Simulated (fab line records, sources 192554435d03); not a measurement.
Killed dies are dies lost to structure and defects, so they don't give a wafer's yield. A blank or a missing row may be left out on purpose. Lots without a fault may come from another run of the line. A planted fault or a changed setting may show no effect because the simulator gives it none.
Chamber matching | flow n5_finfet | N5_BEOL_M3_DESCUM_33 on rie_diel-04: 4 sister chambers
The step chemistry O2, time 7 s. 4 wafers are shown with their chamber, then 8 later ones without.

WAFERS WITH THEIR CHAMBER
wafer  | chamber | throttle_valve_pct (%)
L083.1 | 2       | 20.70
L083.3 | 0       | 20.02
L083.4 | 3       | 20.76
L087.1 | 1       | 20.34

WAFERS WITHOUT THEIR CHAMBER
wafer  | throttle_valve_pct (%)
L087.4 | 20.03
L087.5 | 20.77
L091.1 | 20.77
L091.5 | 20.04
L091.6 | 20.76
L093.2 | 20.78
L093.4 | 20.07
L093.5 | 20.37

WHICH CHAMBER EACH WENT THROUGH
wafer  | from the rows above | in truth
L087.4 | 0                   | 0
L087.5 | 3                   | 3
L091.1 | 3                   | 3
L091.5 | 0                   | 0
L091.6 | 3                   | 3
L093.2 | 3                   | 3
L093.4 | 0                   | 0
L093.5 | 1                   | 1
Placed correctly: 8 of 8. Can't be placed from these rows: 0. Placed wrongly: 0.
How it was worked out, from the rows above alone: a wafer's distance from a chamber is the root of the sum, over the readings, of the square of ((its reading less the chamber's mean) divided by the reading's scatter). The wafer belongs to the nearest chamber; if the next one is less than 2 further off, it can't be placed. A chamber's mean is the mean of its shown wafers. The scatter: with one shown wafer a chamber, the root of the mean of the squares of how far each hidden wafer lies from its nearest shown one.
